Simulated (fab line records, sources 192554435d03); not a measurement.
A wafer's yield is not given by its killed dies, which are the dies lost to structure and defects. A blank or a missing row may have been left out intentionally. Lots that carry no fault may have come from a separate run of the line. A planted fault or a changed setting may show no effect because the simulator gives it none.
Code-filled problem report in 8D (eight disciplines) form | flow n5 finfet | the parts of the form that need people (team, actions taken, sign-off) are left out

1. WHAT IS WRONG
Wafers without a fault read 58.0 s, standard deviation 1.4; etch rf on time s at N5_BEOL_M0_CUTY_ETCH_62 reads a mean of 41.4 s on 2 wafers belonging to 2 lots. That is -12 standard deviations from the usual mean.
The step: etches SiARC in CF4, time 58.5 s.
First observed at day 7 07:18: wafer L529.2, on rie diel-05. The record holds 27 wafers of 9 lots with a number at this step. By rule, "out" or "out of limits" means more than 4 standard deviations away from the usual mean. The rest of the wafers with a number are treated as sound.

2. WHAT IT IS, WHAT IT ISN'T
question                    | is                | is not
which readings at this step | etch rf on time s | drypump motor current A, rf vpp V, showerhead plenum p Torr, throttle valve pct
which lots                  | L529, L533        | L523, L527, L532, L539, L542, L543, L546
which wafers of those lots  | L529.2, L533.3    | L529.4, L529.5, L533.1, L533.4
read on which tools         | rie diel-05       | rie diel-01, rie diel-03
when                        | from day 7 07:18  | up to then (8 sound wafers); but 17 sound wafers of L532, L533, L539, L542, L543, L546 came after

3. SUSPECTS, AND WHAT RULES EACH OUT
Counting: if a tool at a process step up to the reading ran every lot that is out, it stays a suspect. Sound lots after the first of them don't rule it out here, since some wafers of a struck lot are sound.
- rie diel-04 at N5_BEOL_M0_SAQP_ETCH_88 (etches underlayer in N2/H2, target depth 6.5 nm, time 5.2 s): kept. It ran every lot that is out, first L529 (day 7 05:39).
- rie diel-05 at N5_BEOL_M0_CUTY_ETCH_62 (etches SiARC in CF4, time 58.5 s): kept. Every lot that is out went through it, the first being L529 (day 7 07:18); the last sound lot it ran before that was L527 (day 6 21:08). Its own readings are out on those wafers: etch rf on time s.
Left after counting: rie diel-04 at N5_BEOL_M0_SAQP_ETCH_88, rie diel-05 at N5_BEOL_M0_CUTY_ETCH_62.

4. THE CAUSE (what the simulator had put in)
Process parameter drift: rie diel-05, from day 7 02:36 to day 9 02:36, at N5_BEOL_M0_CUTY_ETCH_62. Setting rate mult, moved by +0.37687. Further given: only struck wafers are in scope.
Counting leaves 2 suspects; this tool is one of them.

5. SEQUENCE OF EFFECTS, ordered by route
Each row: a reading whose mean over the struck wafers that have a number lies more than 3 standard deviations from the usual. Scope: only readings with a usual standard deviation given in the record; hours: median across lots of the time from each lot's start at the first step in this table that gives one to its start at this step; sigmas: change in usual standard deviations.
hours | step                    | reading           | usual  | on struck wafers | change | sigmas
0     | N5_BEOL_M0_CUTY_ETCH_62 | etch rf on time s | 58.0 s | 41.4             | -16.6  | -12
Its process steps:
- N5_BEOL_M0_CUTY_ETCH_62: etches SiARC in CF4, time 58.5 s.
Later steps that measure or inspect, where all struck wafers having a row at the step show a number for every such reading and not one has moved that far: N5_BEOL_M4_RC_MEAS_101.

6. WHAT WOULD HAVE CAUGHT IT SOONER
5 hours passed between the start of the fault at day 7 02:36 and the first reading out of limits in this record, taken at day 7 07:18.
